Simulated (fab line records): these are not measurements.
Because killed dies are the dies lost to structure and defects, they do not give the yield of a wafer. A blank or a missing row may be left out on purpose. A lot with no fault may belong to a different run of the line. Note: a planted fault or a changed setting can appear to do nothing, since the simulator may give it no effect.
Matching of chambers :: flow n5 finfet :: 3 sister chambers for N5_BEOL_M1_CO_CAP_55 on cvd co-02
The step material Co, precursor CCTBA/H2, target thk 2 nm, time 102.1 s. 3 wafers are shown with their chamber, then 8 later ones without.

## EACH WAFER AND ITS CHAMBER
wafer: L093.4
chamber: 0
heater power w (W): 313

wafer: L093.6
chamber: 1
heater power w (W): 204

wafer: L094.1
chamber: 2
heater power w (W): 226

## WAFERS MISSING THEIR CHAMBER
wafer: L094.2
heater power w (W): 314

wafer: L094.6
heater power w (W): 312

wafer: L097.1
heater power w (W): 305

wafer: L097.2
heater power w (W): 227

wafer: L097.3
heater power w (W): 209

wafer: L096.1
heater power w (W): 306

wafer: L096.4
heater power w (W): 217

wafer: L096.6
heater power w (W): 204

## CHAMBER TAKEN BY EACH
wafer: L094.2
from the rows above: 0
in truth: 0

wafer: L094.6
from the rows above: 0
in truth: 0

wafer: L097.1
from the rows above: 0
in truth: 0

wafer: L097.2
from the rows above: 2
in truth: 2

wafer: L097.3
from the rows above: 1
in truth: 1

wafer: L096.1
from the rows above: 0
in truth: 0

wafer: L096.4
from the rows above: can't be placed: 2 or 1
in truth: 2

wafer: L096.6
from the rows above: 1
in truth: 1
Correctly placed: 7 of 8. Unplaceable from these rows: 1, with the true chamber sitting among the candidates in 1. 0 placed wrongly.
How it was worked out, from the rows above alone: a wafer's distance from a chamber is the root of the sum, over the readings, of the square of ((its reading less the chamber's mean) divided by the reading's scatter). If the next closest chamber is less than 2 further off than the closest, the wafer can't be placed; otherwise it belongs to the closest. A chamber's mean is the mean of its shown wafers. The scatter (one wafer shown for each chamber): square how far every hidden wafer sits from the nearest shown wafer, average those squares and take the square root.
